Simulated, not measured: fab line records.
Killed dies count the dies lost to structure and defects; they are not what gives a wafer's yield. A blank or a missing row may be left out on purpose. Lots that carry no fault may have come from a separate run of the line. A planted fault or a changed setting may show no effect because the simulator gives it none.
Matching of chambers :: flow n5-finfet :: 4 sister chambers for N5_DUMMY_GATE_ETCH_44 on rie-si-04
The step etches poly-Si in HBr/O2, stops on SiO2, target depth 127.5 nm. 4 wafers are shown with their chamber, then 8 later ones without.

## WAFERS PAIRED WITH THEIR CHAMBERS
wafer: L089.4
chamber: 2
throttle-valve-pct (%): 18.07

wafer: L091.3
chamber: 0
throttle-valve-pct (%): 18.41

wafer: L091.5
chamber: 3
throttle-valve-pct (%): 18.48

wafer: L094.1
chamber: 1
throttle-valve-pct (%): 18.63

## WAFERS WITH NO CHAMBER GIVEN
wafer: L094.4
throttle-valve-pct (%): 18.48

wafer: L094.6
throttle-valve-pct (%): 18.47

wafer: L095.1
throttle-valve-pct (%): 18.41

wafer: L095.3
throttle-valve-pct (%): 18.64

wafer: L095.4
throttle-valve-pct (%): 18.07

wafer: L097.3
throttle-valve-pct (%): 18.08

wafer: L097.4
throttle-valve-pct (%): 18.49

wafer: L097.6
throttle-valve-pct (%): 18.08

## WHICH CHAMBER EACH ONE RAN IN
wafer: L094.4
from the rows above: 3
in truth: 3

wafer: L094.6
from the rows above: 3
in truth: 3

wafer: L095.1
from the rows above: 0
in truth: 0

wafer: L095.3
from the rows above: 1
in truth: 1

wafer: L095.4
from the rows above: 2
in truth: 2

wafer: L097.3
from the rows above: 2
in truth: 2

wafer: L097.4
from the rows above: 3
in truth: 3

wafer: L097.6
from the rows above: 2
in truth: 2
Placed correctly: 8 of 8. Can't be placed from these rows: 0. Number placed wrongly: 0.
How it was worked out, from the rows above alone: a wafer's distance from a chamber is the root of the sum, over the readings, of the square of ((its reading less the chamber's mean) divided by the reading's scatter). The wafer belongs to the nearest chamber; if the next one is less than 2 further off, it can't be placed. A chamber's mean is the mean of its shown wafers. The scatter: root of mean squared gap, hidden wafer to nearest shown wafer, with one shown wafer a chamber.
